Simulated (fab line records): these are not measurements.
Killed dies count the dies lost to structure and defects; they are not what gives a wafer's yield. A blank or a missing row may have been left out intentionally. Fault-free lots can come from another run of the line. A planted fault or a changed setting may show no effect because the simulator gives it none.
Matching of chambers ; flow nand harc ; NHARC_A_CONTACT_DESCUM_74 on rie diel-01 has 4 sister chambers
The step chemistry O2, time 3 s. 4 wafers are shown with their chamber, then 8 later ones without.

EACH WAFER AND ITS CHAMBER
wafer;chamber;drypump motor current A (A)
L281.6;3;6.3
L279.3;2;4.9
L279.5;1;5.0
L285.1;0;6.0

WAFERS WHOSE CHAMBER IS MISSING
wafer;drypump motor current A (A)
L285.4;4.9
L285.5;4.9
L286.2;5.0
L286.5;5.0
L286.6;6.1
L288.1;5.0
L288.4;5.0
L288.5;6.0

CHAMBER TAKEN BY EACH
wafer;from the rows above;in truth
L285.4;2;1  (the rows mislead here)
L285.5;2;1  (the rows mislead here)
L286.2;1;1
L286.5;1;1
L286.6;0;0
L288.1;1;1
L288.4;1;1
L288.5;0;0
Correctly placed: 6 of 8. Can't be placed from these rows: 0. Number placed wrongly: 2.
How it was worked out, from the rows above alone: a wafer's distance from a chamber is the root of the sum, over the readings, of the square of ((its reading less the chamber's mean) divided by the reading's scatter). If the next closest chamber is less than 2 further off than the closest, the wafer can't be placed; otherwise it belongs to the closest. Each chamber's mean is taken over the wafers shown for it. The scatter (one wafer shown for each chamber): square how far every hidden wafer sits from the nearest shown wafer, average those squares and take the square root.
